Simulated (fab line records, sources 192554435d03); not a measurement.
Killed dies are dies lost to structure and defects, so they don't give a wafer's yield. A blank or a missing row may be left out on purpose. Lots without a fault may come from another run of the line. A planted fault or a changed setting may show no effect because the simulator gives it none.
A struck lot beside a sound one | flow n5_finfet | 39 steps out of a route of 1938
Sound: wafers L218.3, L218.4, L218.6. Struck: wafer L217.6. (L217.2 of the same lot was not struck and is left out.) The cause comes at the end.
At each step with rows: each side's tool, then ch and its chambers, then its first start. Under that, the readings that differ: sound wafers | struck wafers | difference of the means | sigmas: that difference in standard deviations of wafers without a fault.
alike: readings whose means differ by less than 2 such deviations, and words and numbers that are the same on both sides. not compared: withheld readings, readings that some wafer has no value for, bounds like >300 that may hide the same value, and numbers for which the record gives no deviation and whose values overlap.
The two part at a step that has a row with sigmas, a row that says differs or no value, or rows on one side only. Numbers that don't overlap but have no deviation are shown without sigmas and don't part them. A reading that every wafer of one side lacks parts them only if that side has two wafers or more.

first, 12 steps without rows for these wafers: N5_SDB_ETCH_18 (etches SOC in N2/H2, target depth 100 nm, overetch 20 nm, time 150 s); N5_SDB_STRIP_19 (strips in N2/H2); N5_SDB_STRIP_21 (strips in CF4); N5_SDB_HM_OPEN_20 (chemistry CH3F/O2, target SiNx, stops on poly-Si, target depth 24 nm); N5_SDB_STRIP_22 (strips in N2/H2); N5_SDB_PRECLEAN_23 (cleans in dHF, time 30 s); N5_SDB_DUMMY_REMOVE_24 (chemistry TMAH, target poly-Si, stops on SiO2, target depth 142 nm, time 57 s, rinse time 30 s); N5_SDB_ETCH_25 (etches SiO2 in C4F6/O2, target depth 10 nm, time 3.3 s); N5_SDB_CUT_ETCH_26 (etches Si in HBr/Cl2/O2, target depth 129.6 nm, bt time 20 s, time 51.8 s); N5_SDB_PRECLEAN_38 (cleans in dHF, time 10 s); N5_SDB_PRECLEAN_39 (cleans in O3/DIW, time 45 s); N5_SDB_SRD_28 (time 30 s).
N5_SDB_ALD_29: deposits SiNx, target thk 30 nm, pulse time 1 s, ald cycles 600.
  sound on ald_sin-02 ch 1,2,3, day 7 08:09; struck on ald_sin-03 ch 1, day 7 05:23
  reading                              | sound       | struck | difference | sigmas
  ald_cycles                           | 600 600 600 | 414    | -186       |
  model.SiNx_of_SDB_ALD_29.thk_nm (nm) | 30 30 30    | 20.6   | -9.4       |
  alike: heater_power_w, precursor_pulse_height_rel
then, 23 steps without rows for these wafers: N5_SDB_CMP_30 (polishes, stops on poly-Si, t overpolish 1.54 s, target thk 30 nm); N5_DUMMY_REMOVAL_HM_STRIP_01 (strips SiNx in CH3F/O2, stops on poly-Si, target depth 4 nm, time 6.8 s); N5_DUMMY_REMOVAL_STRIP_10 (strips in N2/H2, time 40 s); N5_DUMMY_REMOVAL_PRECLEAN_07 (cleans in dHF, time 30 s); N5_DUMMY_REMOVAL_DUMMY_REMOVE_02 (chemistry TMAH, target poly-Si, stops on SiO2, target depth 142 nm, time 57 s, rinse time 30 s); N5_DUMMY_REMOVAL_PRECLEAN_08 (cleans in NF3:NH3, afs cycles 2, time 20 s, sublimation time 60 s); N5_DUMMY_REMOVAL_PRECLEAN_04 (cleans in DHF, time 37 s); N5_DUMMY_REMOVAL_SRD_05 (time 30 s); N5_HKMG_FIN_IL_REGROW_00 (material SiO2, chemistry O3, target thk 0.75 nm, time 30 s); N5_HKMG_FIN_HK_ALD_01 (deposits HfO2, target thk 1.6 nm, pulse time 3 s, purge time 3 s); N5_HKMG_FIN_HK_ANNEAL_02 (time 30 s); N5_HKMG_FIN_ALD_74 (deposits La2O3, target thk 0.5 nm, pulse time 6 s, co reactant pulse time 1 s); N5_HKMG_FIN_ALD_75 (deposits Al2O3, target thk 1 nm, co reactant pulse time 1 s); N5_HKMG_FIN_COAT_41 (time 60 s, resist thk 300 nm); N5_HKMG_FIN_COAT_42 (time 60 s, resist thk 35 nm); N5_HKMG_FIN_COAT_43 (resist thk 90 nm); N5_HKMG_FIN_EBR_45; N5_HKMG_FIN_SOFTBAKE_44 (time 60 s); N5_HKMG_FIN_EXPOSE_46 (exposes mask NDIPOLE); N5_HKMG_FIN_PEB_47 (peb time 60 s); N5_HKMG_FIN_DEVELOP_48 (develop time 30 s); N5_HKMG_FIN_DESCUM_53 (chemistry O2, time 7.9 s); N5_HKMG_FIN_ETCH_54 (etches SiARC in CF4, target depth 45.5 nm, time 75.8 s).
N5_GATE_CUT_ETCH_58: etches SiNx in CH3F/O2, target depth 17 nm, time 128.6 s.
  sound on rie_diel-06 ch 1,2, day 7 21:40; struck on rie_diel-05 ch 2, day 7 16:57
  reading                              | sound          | struck | difference | sigmas
  model.SiNx_of_SDB_ALD_29.thk_nm (nm) | 24.6 24.4 24.4 | 17     | -7         |
  alike: drypump_motor_current_A, oes_product_au, rf_vpp_V, showerhead_plenum_p_Torr, throttle_valve_pct
  not compared: rf_hours_counter_h
-- the record jumps here: 4 days lie between the struck wafers' starts before and after (it left off in module GATE_CUT and takes up again in module BEOL_M4, whose first step shown is number 1111 of the route) --
N5_BEOL_M4_RC_MEAS_101:
  sound on prober-01 ch 0, day 11 17:09; struck on prober-02 ch 0, day 11 16:31
  alike: DIBL_N, DIBL_P, IOFF_N, IOFF_P, ION_N, ION_P, SS_N, SS_P, VT_N, VT_P
then, 1 step without rows for these wafers: N5_PASSIVATION_PROBE_49.

WHERE THEY PART
Nowhere in this record.

WHY: what the simulator had put in
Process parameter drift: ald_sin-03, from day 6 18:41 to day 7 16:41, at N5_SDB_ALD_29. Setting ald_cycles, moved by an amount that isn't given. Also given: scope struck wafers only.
